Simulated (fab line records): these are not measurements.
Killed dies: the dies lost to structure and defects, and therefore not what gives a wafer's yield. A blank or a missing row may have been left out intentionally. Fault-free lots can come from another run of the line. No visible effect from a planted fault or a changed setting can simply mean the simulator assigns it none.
Matching of chambers -- flow n5 finfet -- N5_BEOL_M1_STRIP_66 on rie diel-02 has 4 sister chambers
The step strips in CF4. 8 wafers are shown with their chamber, then 10 later ones without.

== WAFERS WITH THEIR CHAMBER ==
wafer,chamber,showerhead plenum p Torr (Torr),drypump motor current A (A)
L074.6,1,1.76,6.0
L078.3,3,1.85,5.6
L079.4,0,1.77,5.9
L084.4,1,1.75,6.0
L084.5,2,1.77,6.0
L084.6,3,1.84,5.5
L085.2,0,1.77,5.9
L085.4,2,1.77,6.0

== WAFERS WITH NO CHAMBER GIVEN ==
wafer,showerhead plenum p Torr (Torr),drypump motor current A (A)
L085.5,1.77,5.9
L089.1,1.84,5.6
L089.3,1.77,5.9
L089.6,1.77,5.9
L095.1,1.76,6.0
L095.4,1.75,6.0
L095.5,1.76,5.9
L096.3,1.76,5.9
L096.4,1.75,6.1
L096.6,1.75,6.1

== WHICH CHAMBER EACH WENT THROUGH ==
wafer,from the rows above,in truth
L085.5,0,0
L089.1,3,3
L089.3,0,0
L089.6,0,0
L095.1,can't be placed: 1 or 2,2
L095.4,1,1
L095.5,can't be placed: 0 or 1 or 2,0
L096.3,can't be placed: 0 or 1 or 2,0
L096.4,can't be placed: 1 or 2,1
L096.6,can't be placed: 1 or 2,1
5 of 10 placed correctly. Not placeable from these rows: 5 (in 5, the candidates include the true chamber). Number placed wrongly: 0.
How it was worked out, from the rows above alone: a wafer's distance from a chamber is the root of the sum, over the readings, of the square of ((its reading less the chamber's mean) divided by the reading's scatter). The wafer belongs to the nearest chamber; if the next one is less than 2 further off, it can't be placed. For every chamber, the mean is computed from those of its wafers that are shown. The scatter: the root of (the sum of the squares of (reading less its chamber's mean) over the shown wafers, divided by (wafers less chambers)).
